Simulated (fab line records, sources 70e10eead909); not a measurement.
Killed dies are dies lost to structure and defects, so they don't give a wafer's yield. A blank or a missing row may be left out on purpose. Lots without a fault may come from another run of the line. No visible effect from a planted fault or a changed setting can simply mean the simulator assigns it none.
2 desks, one fault | flow nand harc | numbers are kept per desk, each desk with only its own; the story behind them comes last

FROM THE METROLOGY DESK
Means of the sampled wafers that have a number, per lot and without regard to the tool the lot ran on: this is what the gauges read. If a lot's mean is further than 4 standard deviations from the usual mean, the lot is out of limits and carries the mark OUT (the distance appears in the brackets).
Columns: A = overlay x nm at NHARC_P_GATE_OVL_MEAS_27, usual 0.1 nm; B = overlay y nm at NHARC_P_GATE_OVL_MEAS_27, usual 0.2 nm
lot  | first seen here | A    | B
L731 | day 5 08:46     | 0.9  | 1.0
L732 | day 5 09:25     | -0.4 | -1.0
L735 | day 6 17:40     | 0.9  | 0.2
L737 | day 7 23:47     | 1.3  | -0.4
L738 | day 7 23:56     | -0.3 | -0.7
L740 | day 8 13:26     | -0.7 | 0.6
L741 | day 9 01:58     | 0.4  | 0.4
L742 | day 9 13:10     | -0.2 | 0.7
L743 | day 9 19:36     | 0.2  | 0.6
L744 | day 10 12:52    | 0.5  | -0.6
L745 | day 11 02:45    | -0.1 | 0.3
L748 | day 11 22:37    | -0.9 | -0.6
L750 | day 12 22:16    | 0.3  | -1.0
This desk's verdict: no lot among the 13 shows anything out of limits.

THE DEFECT DESK
Inspection counts along the route, by lot: the mean over sampled wafers that carry a number. If a lot's mean is further than 4 standard deviations from the usual mean, the lot is out of limits and carries the mark OUT (the distance appears in the brackets).
Columns: A = raw defect count at NHARC_P_GATE_INSPECT_68, usual 220
lot  | first seen here | A
L731 | day 6 03:17     | 307
L732 | day 6 04:04     | 183
L735 | day 7 14:13     | 124
L737 | day 8 18:05     | 217
L738 | day 8 18:16     | 237
L740 | day 9 11:38     | 433
L741 | day 9 20:29     | 192
L742 | day 10 07:21    | 391
L743 | day 10 13:56    | 216
L744 | day 11 07:44    | 147
L745 | day 11 21:10    | 186
L748 | day 12 17:01    | 560
L750 | day 13 16:59    | 709 (+4.9) OUT
Finding of this desk: L750 out of limits; the first was L750 at day 13 16:59, on raw defect count at NHARC_P_GATE_INSPECT_68. L731, L732, L735, L737, L738, L740, L741, L742, L743, L744, L745, L748: within limits.

BROUGHT TOGETHER
The defect desk could have raised an alarm at day 13 16:59, on L750.
Nothing out of limits was seen by the metrology desk.
The metrology desk has L750 on record, within its limits.
All the named lots went through NHARC_P_GATE_PRE_CLEAN_110 on pvd sputter-03.

WHAT HAD BEEN PUT IN BY THE SIMULATOR
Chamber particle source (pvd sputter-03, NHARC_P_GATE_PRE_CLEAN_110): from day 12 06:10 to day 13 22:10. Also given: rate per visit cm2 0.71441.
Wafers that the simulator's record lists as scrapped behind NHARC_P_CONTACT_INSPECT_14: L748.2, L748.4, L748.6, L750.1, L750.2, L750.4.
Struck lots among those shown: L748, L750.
Hours from the fault's start to each desk's first reading out of limits: the defect desk, 35.
